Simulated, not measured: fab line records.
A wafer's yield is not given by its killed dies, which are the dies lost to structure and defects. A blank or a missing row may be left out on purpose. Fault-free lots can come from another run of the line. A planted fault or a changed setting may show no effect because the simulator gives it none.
Chamber matching    flow n5Finfet    N5_BEOL_M10_ILD_DEP_00 on pecvd-02: 3 sister chambers
The step deposits SiCOH lowk from DEMS/porogen, target thk 308.51 nm, time 58 s. 6 wafers are shown with their chamber, then 10 later ones without.

## WAFERS WITH THEIR CHAMBER
wafer   chamber  throttleValvePct (%)  heaterPowerW (W)
L079.4  0        14.4                  347
L083.1  1        13.8                  217
L083.2  0        14.5                  350
L083.3  2        12.7                  260
L086.2  2        12.8                  235
L086.4  1        13.9                  207

## WAFERS WHOSE CHAMBER IS MISSING
wafer   throttleValvePct (%)  heaterPowerW (W)
L086.6  14.7                  390
L087.1  14.5                  365
L087.3  12.9                  274
L087.5  12.9                  280
L091.3  13.9                  267
L091.4  13.6                  268
L091.6  12.8                  280
L094.2  14.8                  396
L094.3  13.5                  221
L094.4  14.5                  313

## CHAMBER TAKEN BY EACH
wafer   from the rows above  in truth
L086.6  0                    0
L087.1  0                    0
L087.3  2                    2
L087.5  2                    2
L091.3  1                    1
L091.4  1                    1
L091.6  2                    2
L094.2  0                    0
L094.3  1                    1
L094.4  0                    0
Correct placement for 10 of the 10. From these rows, 0 cannot be placed. 0 placed wrongly.
How it was worked out, from the rows above alone: a wafer's distance from a chamber is the root of the sum, over the readings, of the square of ((its reading less the chamber's mean) divided by the reading's scatter). If the next closest chamber is less than 2 further off than the closest, the wafer can't be placed; otherwise it belongs to the closest. For every chamber, the mean is computed from those of its wafers that are shown. The scatter: the root of (the sum of the squares of (reading less its chamber's mean) over the shown wafers, divided by (wafers less chambers)).
